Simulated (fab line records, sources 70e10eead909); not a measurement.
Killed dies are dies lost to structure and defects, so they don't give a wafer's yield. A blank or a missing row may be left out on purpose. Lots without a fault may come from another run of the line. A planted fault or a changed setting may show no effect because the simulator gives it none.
fab line records | flow nand_harc
record lots=5 wafers=15 last_day=34
route steps=1302 shown A_BLC@1132 A_M0@1137
lots that met no fault: from a run of the same line without faults
start_h: hours from the record's first day to the start of the lot's first wafer shown | wait_h: hours since the lot's step before | " the same as in the row above | L1.1+2: a row that stands for several wafers | - no value, or no start given | * or withheld: withheld | < > ~ a bound
route shown NAME@n: a module of which the file shows steps, and the number in the route of the first | usual: mean/standard deviation of fault-free wafers | same: alike in all rows | chamber/n: place in a boat | sites: the reading at each site | _std_site: their standard deviation | _edge_site: outer sites' mean less inner sites' | radius_mm: how far each site lies from the wafer's centre | mask NAME#n: copy n | behind: the tool/chamber that last shaped the wafer | hold: why the lot was held/for how many hours/how that ended | device: the transistor (n, p or np) that didn't switch | end of line: the same wafers' tests at the end of the route | a step without rows: its recipe alone | killed: dies lost to structure and defects at the first sort, not the wafer's yield | map: a wafer's dies, x killed, . not, _ none there
set.NAME: the setting as run; set.NAME@STEP: as run at that earlier step | model.NAME: the simulator's own value behind a step, which no gauge read
lots at some steps of the route; a table a step, a row a wafer
services: from which hour (start_h, from the record's first day; less than 0 if before it) a tool's chamber was out of use, for how many hours, and why
## steps
# step NHARC_A_BLC_CVD_24
# recipe target_thk_a=1500 temp_c=300 pressure_torr=40 wf6_flow_sccm=40 h2_flow_sccm=1600 ar_flow_sccm=1560 time_s=434 material=W
# usual heater_power_w=410/25 throttle_valve_pct=7.81/0.21
# columns lot.wafer tool chamber start_h wait_h heater_power_w throttle_valve_pct
L670.1 cvd_w-02 1 - - 388 7.76
L670.2 " 0 " " 394 8.19
L670.4 " 1 " " 400 8.37
L673.1 cvd_w-01 0 - - 437 7.72
L673.6 " 1 " " 438 7.87
L673.5 " 0 " " 437 7.93
L684.1 cvd_w-01 1 - - 441 7.49
L684.4 " 1 " " 440 7.76
L684.3 " 0 " " 441 7.75
L687.1 cvd_w-02 0 - - 392 7.84
L687.4 " 0 " " 405 7.87
L687.5 " 0 " " 405 7.81
L689.3 cvd_w-02 1 - - 390 7.70
L689.5 " 1 " " 393 7.58
L689.6 " 0 " " 401 8.09
# step NHARC_A_BLC_CMP_25
# recipe t_overpolish_s=30 target_thk_nm=150
# usual motor_current_A=12.5/1.2 overpolish_run_s=30.000/0.0089 slurry_flow_ml_min=150.0/0.44 time_to_endpoint_s=29.8/2
# columns lot.wafer tool chamber start_h wait_h motor_current_A overpolish_run_s slurry_flow_ml_min time_to_endpoint_s
L670.2 cmp-03 3 550.87 0.4 11.6 30.005 149.1 29.7
L670.1 " 1 " " 14.2 30.004 150.3 31.1
L670.4 " 2 " " 11.9 30.003 150.0 29.2
L673.1 cmp-03 3 574.96 0.4 12.3 30.007 150.1 29.9
L673.6 " 3 " " 11.8 29.989 149.8 29.5
L673.5 " 0 " " 12.6 29.995 149.9 32.4
L684.3 cmp-01 2 696.07 0.2 11.4 30.015 150.1 29.6
L684.4 " 3 " " 14.1 29.995 150.5 28.1
L684.1 " 0 " " 12.1 29.995 150.4 29.6
L687.1 cmp-04 2 720.34 0.5 13.2 30.001 149.6 30.4
L687.4 " 0 " " 10.5 30.008 149.5 31.1
L687.5 " 2 " " 12.2 30.009 149.7 28.8
L689.3 cmp-04 3 767.89 0.3 12.4 30.016 150.3 29.7
L689.5 " 2 " " 12.5 29.998 149.9 28.1
L689.6 " 3 " " 12.6 30.003 150.7 29.1
# step NHARC_A_BLC_SRD_27
# step NHARC_A_BLC_INSPECT_28
# usual raw_defect_count=525/130
# columns lot.wafer tool chamber start_h wait_h raw_defect_count
L670.1 defect_inspect-02 - 551.27 0.1 308
L670.2 " - " " 387
L670.4 " - " " 276
L673.1 defect_inspect-01 - 575.38 0.1 597
L673.5 " - " " 662
L673.6 " - " " 530
L684.1 defect_inspect-01 - 696.47 0.1 555
L684.3 " - " " 946
L684.4 " - " " 812
L687.1 defect_inspect-01 - 720.74 0.1 490
L687.4 " - " " 569
L687.5 " - " " 567
L689.3 defect_inspect-02 - 768.27 0.1 444
L689.5 " - " " 360
L689.6 " - " " 474
# step NHARC_A_M0_DEP_00
# recipe target_thk_a=1500 target_thk_nm=150 temp_c=withheld pressure_torr=5 flow_sccm=200 rf_w=600 material=SiOC
# step NHARC_A_M0_DEHYDRATE_01
# recipe temp_c=150 time_s=120
# step NHARC_A_M0_HMDS_02
# recipe time_s=30
# step NHARC_A_M0_COAT_33
# recipe temp_c=200 time_s=65
# step NHARC_A_M0_COAT_03
# recipe spin_rpm=1500 resist_thk_nm=90
# step NHARC_A_M0_SOFTBAKE_04
# recipe temp_c=105 time_s=55
# step NHARC_A_M0_EBR_05
# step NHARC_A_M0_EXPOSE_06
# recipe na=1.35 target_cd_nm=80 dose_mj=83.25 mask_id=A_M0
# usual exposure_dose_mJ_cm2=83.4/0.31
# columns lot.wafer tool chamber start_h wait_h mask exposure_dose_mJ_cm2
L670.1 arfi_scanner-03 0 551.92 - A_M0#0 83.1
L670.2 " 0 " " A_M0#0 83.1
L670.4 " 0 " " A_M0#0 83.2
L673.1 arfi_scanner-02 0 576.19 - A_M0#0 83.8
L673.5 " 0 " " A_M0#0 83.8
L673.6 " 0 " " A_M0#0 83.9
L684.1 arfi_scanner-03 0 697.12 - A_M0#0 87.8
L684.3 " 0 " " A_M0#0 87.9
L684.4 " 0 " " A_M0#0 88.0
L687.1 arfi_scanner-01 0 721.51 - A_M0#0 83.1
L687.4 " 0 " " A_M0#0 83.0
L687.5 " 0 " " A_M0#0 83.0
L689.3 arfi_scanner-03 0 769.04 - A_M0#0 83.2
L689.5 " 0 " " A_M0#0 83.2
L689.6 " 0 " " A_M0#0 83.1
# step NHARC_A_M0_PEB_07
# recipe peb_temp_c=100 peb_time_s=65
# step NHARC_A_M0_DEVELOP_08
# recipe develop_time_s=35 dev_temp_c=23
# step NHARC_A_M0_CD_MEAS_09
# recipe target_cd_nm=80 landing_energy_ev=500
# usual cd_nm=80.2/0.52
# columns lot.wafer tool chamber start_h wait_h cd_nm
L670.1 cd_sem-02 0 552.05 - 80.4
L670.2 " 0 " " 80.4
L670.4 " 0 " " 80.6
L673.1 cd_sem-02 0 576.33 - 79.6
L673.5 " 0 " " 79.7
L673.6 " 0 " " 80.2
L684.1 cd_sem-02 0 697.26 - 45.6
L684.3 " 0 " " 72.7
L684.4 " 0 " " 83.0
L687.1 cd_sem-02 0 721.65 - 79.6
L687.4 " 0 " " 80.2
L687.5 " 0 " " 80.7
L689.3 cd_sem-02 0 769.17 - 80.3
L689.5 " 0 " " 80.1
L689.6 " 0 " " 79.5
# step NHARC_A_M0_OVL_MEAS_10
# recipe pitch_nm=160
# usual overlay_x_nm=0.0/0.8 overlay_y_nm=-0.1/0.7
# columns lot.wafer tool chamber start_h wait_h overlay_x_nm overlay_y_nm
L670.1 overlay-01 - 552.14 - -2.2 -0.4
L670.2 " - " " -1.7 -0.2
L670.4 " - " " -2.4 -1.1
L673.1 overlay-02 - 576.42 - 0.0 -0.5
L673.5 " - " " -0.6 -0.4
L673.6 " - " " -1.0 -0.6
L684.1 overlay-02 - 697.35 - 0.6 0.3
L684.3 " - " " 0.0 0.0
L684.4 " - " " 0.2 0.0
L687.1 overlay-01 - 721.74 - 0.3 -0.6
L687.4 " - " " -0.5 0.3
L687.5 " - " " 0.0 -0.4
L689.3 overlay-02 - 769.26 - 0.6 -1.6
L689.5 " - " " 0.8 -1.6
L689.6 " - " " 0.5 -1.1
# step NHARC_A_M0_INSPECT_11
# usual raw_defect_count=94/32
# columns lot.wafer tool chamber start_h wait_h raw_defect_count
L670.1 defect_inspect-02 - 552.18 0.0 75
L670.2 " - " " 62
L670.4 " - " " 62
L673.1 defect_inspect-01 - 576.45 0.0 101
L673.5 " - " " 86
L673.6 " - " " 110
L684.1 defect_inspect-01 - 697.38 0.0 86
L684.3 " - " " 84
L684.4 " - " " 73
L687.1 defect_inspect-02 - 721.77 0.0 101
L687.4 " - " " 94
L687.5 " - " " 83
L689.3 defect_inspect-01 - 769.29 0.0 68
L689.5 " - " " 58
L689.6 " - " " 52
# step NHARC_A_M0_DESCUM_14
# recipe time_s=3 o2_flow_sccm=200 ar_flow_sccm=0 bias_power_w=0 chemistry=O2
# usual drypump_motor_current_A=5.6/0.47 oes_product_au=0.997/0.0095 rf_vpp_V=57.7/0.9 showerhead_plenum_p_Torr=1.90/0.083 throttle_valve_pct=11.311/0.0084
# columns lot.wafer tool chamber start_h wait_h drypump_motor_current_A oes_product_au rf_hours_counter_h rf_vpp_V showerhead_plenum_p_Torr throttle_valve_pct model.A_M0.cd_nm
L670.1 rie_diel-05 3 552.24 0.1 5.4 1.000 5.5 58.2 1.88 11.319 79.52
L670.2 " 2 " " 5.5 1.001 6.2 58.9 1.93 11.310 79.65
L670.4 " 3 " " 5.4 1.004 - 56.0 1.88 11.309 79.88
L673.1 rie_diel-05 2 576.52 0.1 5.6 1.002 7.0 59.1 1.93 11.312 79.45
L673.5 " 1 " " 5.1 1.000 - 57.6 1.79 11.314 79.91
L673.6 " 2 " " 5.6 1.001 - 57.8 1.93 11.307 80.49
L684.4 rie_diel-05 0 697.44 0.1 5.0 0.992 3.1 59.3 2.04 11.302 83.39
L684.1 " 2 " " 5.6 0.993 3.0 58.1 1.93 11.314 46.33
L684.3 " 3 " " 5.4 0.991 3.0 55.7 1.88 11.323 73.12
L687.1 rie_diel-07 1 721.85 0.1 6.5 0.999 4.3 57.6 1.85 11.309 79.66
L687.4 " 2 " " 5.7 1.019 4.1 56.1 2.03 11.308 79.92
L687.5 " 0 " " 5.4 1.002 - 57.6 1.82 11.312 81.09
L689.3 rie_diel-07 1 769.36 0.1 6.5 0.995 7.0 57.8 1.85 11.300 80.29
L689.6 " 0 " " 5.4 0.999 - 57.5 1.82 11.307 79.83
L689.5 " 1 " " 6.5 0.996 - 57.7 1.85 11.305 80.13
# step NHARC_A_M0_ETCH_34
# recipe target_depth_a=400 overetch_a=120 time_s=43.94 ion_energy_ev=200 n2_flow_sccm=150 h2_flow_sccm=150 ar_flow_sccm=0 rf_w=400 bias_w=150 chemistry=N2/H2
# usual drypump_motor_current_A=5.6/0.48 oes_product_au=0.998/0.0097 rf_vpp_V=430.4/2.8 showerhead_plenum_p_Torr=2.03/0.094 throttle_valve_pct=14.172/0.009
# columns lot.wafer tool chamber start_h wait_h drypump_motor_current_A oes_product_au rf_hours_counter_h rf_vpp_V showerhead_plenum_p_Torr throttle_valve_pct
L670.2 rie_diel-05 2 552.34 0.1 5.6 1.001 6.2 431.5 2.06 14.164
L670.1 " 3 " " 5.4 1.004 5.5 428.6 2.00 14.168
L670.4 " 2 " " 5.6 1.001 - 431.4 2.06 14.178
L673.1 rie_diel-05 1 576.60 0.1 5.2 0.994 6.8 426.1 1.91 14.184
L673.5 " 1 " " 5.2 0.997 - 425.3 1.91 14.180
L673.6 " 2 " " 5.6 0.991 - 431.5 2.06 14.176
L684.3 rie_diel-05 2 697.54 0.1 5.6 0.991 3.0 429.6 2.06 14.174
L684.4 " 3 " " 5.3 0.989 3.0 429.0 2.00 14.167
L684.1 " 0 " " 5.0 0.993 3.1 435.9 2.18 14.166
L687.4 rie_diel-07 3 721.92 0.1 5.4 1.002 5.1 430.4 2.06 14.173
L687.1 " 1 " " 6.5 0.999 4.3 428.9 1.97 14.158
L687.5 " 3 " " 5.4 1.004 - 430.9 2.06 14.175
L689.3 rie_diel-07 3 769.44 0.1 5.4 1.008 8.8 432.6 2.06 14.161
L689.5 " 3 " " 5.4 1.010 - 431.6 2.06 14.183
L689.6 " 0 " " 5.4 0.990 - 429.3 1.94 14.178
# step NHARC_A_M0_ETCH_15
# recipe target_depth_a=1500 overetch_a=150 time_s=82.5 c4f8_flow_sccm=withheld ar_flow_sccm=400 rf_w=600 bias_w=300 chemistry=C4F8/Ar
# usual oes_product_au=0.949/0.022 rf_vpp_V=440.4/2.6
# columns lot.wafer tool chamber start_h wait_h oes_product_au rf_hours_counter_h rf_vpp_V model.A_M0.cd_nm
L670.1 rie_diel-05 3 - - 0.961 5.6 440.5 79.67
L670.2 " 1 " " 0.961 5.8 436.3 79.59
L670.4 " 3 " " 0.965 - 440.0 79.72
L673.1 rie_diel-05 3 - - 0.924 6.4 439.2 79.52
L673.6 " 3 " " 0.927 - 439.1 80.38
L673.5 " 0 " " 0.922 - 444.8 80.24
L684.1 rie_diel-05 0 - - 0.915 3.1 444.0 46.15
L684.3 " 1 " " 0.925 2.7 437.1 72.9
L684.4 " 2 " " 0.916 3.0 441.5 83.05
L687.4 rie_diel-07 3 - - 0.933 5.1 439.9 79.64
L687.1 " 0 " " 0.934 5.3 437.4 79.35
L687.5 " 3 " " 0.945 - 441.6 80.59
L689.3 rie_diel-07 1 - - 0.930 7.1 438.6 80.26
L689.6 " 2 " " 0.938 - 444.5 79.64
L689.5 " 3 " " 0.926 - 442.0 79.94
# step NHARC_A_M0_CD_MEAS_16
# usual cd_nm=80.1/0.59
# columns lot.wafer tool chamber start_h wait_h cd_nm
L670.1 cd_sem-02 - 552.58 - 79.8
L670.2 " - " " 79.7
L670.4 " - " " 79.5
L673.1 cd_sem-01 - 576.81 - 79.7
L673.5 " - " " 79.9
L673.6 " - " " 80.1
L684.1 cd_sem-01 - 697.74 - 46.0
L684.3 " - " " 73.0
L684.4 " - " " 83.1
L687.1 cd_sem-02 - 722.13 - 79.5
L687.4 " - " " 79.7
L687.5 " - " " 80.4
L689.3 cd_sem-01 - 769.66 - 79.9
L689.5 " - " " 80.2
L689.6 " - " " 79.8
## services
# columns tool chamber start_h hours kind
cmp-03 - 535.84 1.6 repair
arfi_scanner-03 - 540.00 4.0 pm
cvd_w-01 - 547.15 13.0 pm
rie_diel-05 0 548.86 4.9 repair
rie_diel-07 2 549.62 7.9 repair
cmp-03 - 554.09 4.0 pm
arfi_scanner-03 - 556.73 1.8 repair
arfi_scanner-03 - 566.31 1.2 repair
rie_diel-05 - 583.60 9.0 pm
cvd_w-02 0 588.62 6.9 repair
rie_diel-07 2 613.31 6.1 repair
rie_diel-05 2 624.96 3.0 repair
cvd_w-02 - 631.00 13.0 pm
arfi_scanner-03 - 647.98 0.6 repair
rie_diel-07 - 648.20 9.0 pm
rie_diel-05 2 653.80 4.3 repair
cvd_w-02 - 701.09 0.9 repair
arfi_scanner-03 - 712.00 4.0 pm
arfi_scanner-03 - 722.53 2.3 repair
cvd_w-02 - 725.01 1.0 repair
rie_diel-07 0 739.04 4.5 repair
arfi_scanner-03 - 756.12 0.9 repair
arfi_scanner-03 - 758.27 1.8 repair
rie_diel-05 - 760.60 9.0 pm
## key
first_sign step=NHARC_A_M0_EXPOSE_06 reading=exposure_dose_mJ_cm2 direction=up sigmas=15 usual=83.4 struck=87.9
effect step=NHARC_A_M0_CD_MEAS_09 reading=cd_nm direction=down sigmas=25 usual=80.2 struck=67.1 through=control_loop
effect step=NHARC_A_M0_CD_MEAS_16 reading=cd_nm direction=down sigmas=22 usual=80.1 struck=67.3 through=control_loop
model_effect step=NHARC_A_M0_DESCUM_14 value=A_M0.cd_nm without=80.07 struck=67.61
model_effect step=NHARC_A_M0_ETCH_15 value=A_M0.cd_nm without=79.83 struck=67.37
met_at NHARC_A_M0_EXPOSE_06
struck_wafers L684.1,L684.3,L684.4
later_rows_left_out L684.1
sort_left_out L684.1,L684.3,L684.4
loop_trim step=NHARC_A_M0_EXPOSE_06 setting=dose lots=L684
onset_between 551.92 697.12
fault kind=process_parameter_drift tool=arfi_scanner-03 chamber=- onset_h=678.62 steps=NHARC_A_M0_EXPOSE_06 channel=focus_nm offset=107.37 spread_by_wafer=0.3 shape=step end_h=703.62
# sort_left_out: the simulated sort isn't trusted on such a fault, so these wafers' sort isn't shown, and their yield isn't known
# later_rows_left_out: the simulator's readings of these wafers behind a module that went badly wrong aren't trusted and aren't shown, but for the sort
# loop_trim: a control loop set the setting to another value than it would have without faults
